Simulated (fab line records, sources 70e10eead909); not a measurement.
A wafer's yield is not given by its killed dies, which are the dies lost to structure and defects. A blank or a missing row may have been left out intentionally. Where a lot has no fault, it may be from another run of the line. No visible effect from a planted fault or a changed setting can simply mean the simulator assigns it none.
Struck lot and sound lot, side by side || flow nandHarc || 14 steps out of a route of 1159
Sound: the wafers L423.3, L423.4, L423.5. The struck wafers were L429.2, L429.3, L429.4. The cause is named last.
Order at every step that has rows: each side's tool, ch and its chambers, its first start. Under that, the readings that differ: sound wafers || struck wafers || difference of the means || sigmas: that difference in standard deviations of wafers without a fault.
alike: same words and numbers on both sides, and readings whose means sit less than 2 such deviations apart. not compared: any withheld reading, any reading some wafer has no value for, any bound like >300 that may hide the same value, and any number with overlapping values for which the record gives no deviation.
The two part at a step that has a row with sigmas, a row that says differs or no value, or rows on one side only. Numbers that don't overlap but have no deviation are shown without sigmas and don't part them. A reading missing from all wafers of one side parts the sides only when that side holds two or more wafers.

NHARC_P_CONTACT_CD_MEAS_19:
  sound on cdSem-03 at day 5 16:53; struck on cdSem-01 at day 7 07:47
  alike: cdNm
NHARC_P_CONTACT_STRIP_28: strips in O2.
  sound on rieDiel-10 ch 0,3, day 5 17:05; struck on rieDiel-10 ch 0,1,3, day 7 07:53
  alike: drypumpMotorCurrentA, oesProductAu, rfVppV, showerheadPlenumPTorr, throttleValvePct
  not compared: rfHoursCounterH
then, 1 step without rows for these wafers: NHARC_P_CONTACT_STRIP_29 (strips in post etch residue remover, time 1200 s).
NHARC_P_CONTACT_DEGAS_38: time 60 s.
  sound on pvdSputter-02 at day 5 17:44; struck on pvdSputter-02 at day 7 08:29
  alike: heaterPowerW
then, 1 step without rows for these wafers: NHARC_P_CONTACT_PRE_CLEAN_39 (time 19.5 s).
NHARC_P_CONTACT_PVD_32: deposits Ti, target thk 5 nm, time 17.7 s.
  sound on pvdSputter-02; struck on pvdSputter-02, day 7 08:43
  alike: substrateTempC, throttleValvePct
NHARC_P_CONTACT_ALD_22: deposits TiN, target thk 3 nm, pulse time 1 s, ald cycles 150.
  sound on aldMetal-01 ch 0,1,2, day 5 18:00; struck on aldMetal-02 ch 0,2,3, day 7 08:55
  alike: heaterPowerW, precursorPulseHeightRel
then, 1 step without rows for these wafers: NHARC_P_CONTACT_CVD_23 (deposits W, target thk 200 nm, time 557 s).
NHARC_P_CONTACT_CMP_24: polishes, t overpolish 30 s, target thk 200 nm.
  sound on cmp-02 ch 1,2,3, day 5 18:49; struck on cmp-02 ch 0,2,3, day 7 09:47
  alike: motorCurrentA, overpolishRunS, retainingRingPressureFrac, timeToEndpointS
next, for these wafers, 1 step has no rows: NHARC_P_CONTACT_SRD_26.
NHARC_P_CONTACT_INSPECT_27:
  sound on defectInspect-01 at day 5 19:13; struck on defectInspect-02 at day 7 10:10
  alike: rawDefectCount
NHARC_P_M0_DEP_00: deposits SiOC, target thk 150 nm.
  sound on pecvd-02 ch 1,2, day 5 19:23; struck on pecvd-01 ch 1,2, day 7 10:44
{"reading": "showerheadVppV (V)", "sound": "1694 1654 1747", "struck": "1566 1466 1445", "difference": -206, "sigmas": -2}
  alike: rfFwdPowerW
then, 1 step without rows for these wafers: NHARC_P_M0_DEHYDRATE_01 (time 120 s).
-- record jumps: 15 days between struck wafers' starts before vs after; left off in module P_M0, resumes in module END, first step shown is number 1159 of the route --
NHARC_END_SORT_01:
  the record has rows for the struck wafers here (prober-01 ch 0, day 22 01:14) and none for the sound ones

## WHERE THEY PART
Last at NHARC_END_SORT_01 as far as this record goes, first at NHARC_P_M0_DEP_00.

WHY: what had been put in by the simulator
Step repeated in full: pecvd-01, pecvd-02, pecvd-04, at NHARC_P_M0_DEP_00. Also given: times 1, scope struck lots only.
